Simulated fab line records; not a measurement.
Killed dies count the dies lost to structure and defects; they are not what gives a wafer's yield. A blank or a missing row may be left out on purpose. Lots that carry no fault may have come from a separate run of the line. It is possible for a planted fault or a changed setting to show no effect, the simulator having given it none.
Problem report in the 8D (eight disciplines) form, filled by code -- flow nand harc -- the parts of the form that need people (team, actions taken, sign-off) are left out

== 1. PROBLEM STATEMENT ==
Wafers without a fault read 89.6 nm, standard deviation 0.62; cd nm at NHARC_P_M0_CD_MEAS_09 reads a mean of 101.8 nm on 9 wafers belonging to 3 lots. That puts it +20 standard deviations away from the usual mean.
The step: target cd 90 nm.
First seen on wafer L874.2, day 10 10:43, on cd sem-03. The record has a number at this step for 33 wafers belonging to 11 lots. By rule, "out" or "out of limits" means more than 4 standard deviations away from the usual mean. Any other wafer with a number is counted as sound.

== 2. WHAT IT IS AND WHAT IT IS NOT ==
question,is,is not
which readings at this step,cd nm,-
which lots,"L874, L875, L877","L867, L869, L873, L876, L879, L880, L882, L887"
which wafers of those lots,all that have a number,-
read on which gauges,cd sem-03,"cd sem-01, cd sem-02"
when,from day 10 10:43,"up to then (9 sound wafers); but 15 sound wafers of L876, L879, L880, L882, L887 came after"

== 3. WHAT RULES OUT EACH SUSPECT ==
Counting: any tool at a process step up to the reading is kept as a suspect provided that every lot that is out went through it and no sound lot did after the first of them.
- ruled out: the gauge at NHARC_P_M0_CD_MEAS_09. All the wafers that are out were read on cd sem-03, but those of them that NHARC_P_M0_EXPOSE_06 has rows for are out there too, on other tools.
- arfi scanner-02 at NHARC_P_M0_EXPOSE_06 (exposes mask P M0, target cd 90 nm): kept. All lots that are out passed through it, beginning with L874 at day 10 10:34, and no sound lot followed; its final sound lot before that point was L873 at day 9 15:14. On those wafers its own readings are out: exposure dose mJ cm2.
Left after counting: arfi scanner-02 at NHARC_P_M0_EXPOSE_06.

== 4. THE CAUSE (what the simulator had put in) ==
Drift in process parameters on arfi scanner-02 at NHARC_P_M0_EXPOSE_06, starting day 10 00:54. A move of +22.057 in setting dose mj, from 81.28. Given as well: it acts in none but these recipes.
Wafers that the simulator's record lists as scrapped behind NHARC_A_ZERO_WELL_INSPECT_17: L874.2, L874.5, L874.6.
This tool alone remained once counting was done.

== 5. THE EFFECT CHAIN, in route order ==
One row per reading whose mean, taken over the struck wafers that have a number, lies over 3 standard deviations from the usual. Only readings whose record carries a usual standard deviation are examined. hours: median over the lots of the time between each lot's start at the first step of this table that gives one and its start at this step. sigmas: the change, counted in usual standard deviations.
hours,step,reading,usual,on struck wafers,change,sigmas
0,NHARC_P_M0_EXPOSE_06,exposure dose mJ cm2,81.9,99.1,+17.2,+26
0,NHARC_P_M0_CD_MEAS_09,cd nm,89.6 nm,101.8,+12.2,+20
The process steps in it:
- NHARC_P_M0_EXPOSE_06: exposes mask P M0, target cd 90 nm.

== 6. WHAT WOULD HAVE CAUGHT IT SOONER ==
10 hours passed between the start of the fault at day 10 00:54 and the first reading out of limits at a measuring or inspecting step in this record, taken at day 10 10:43.
At NHARC_P_M0_EXPOSE_06, the tool's own readings (exposure dose mJ cm2) were out on each struck wafer the step has a row for, so an alarm limit on them would have fired on the first such wafer.
Lots out: 3; of these, L875, L877 started NHARC_P_M0_EXPOSE_06 on arfi scanner-02 after day 10 10:43. A hold on the tool at that time would have spared those 2.
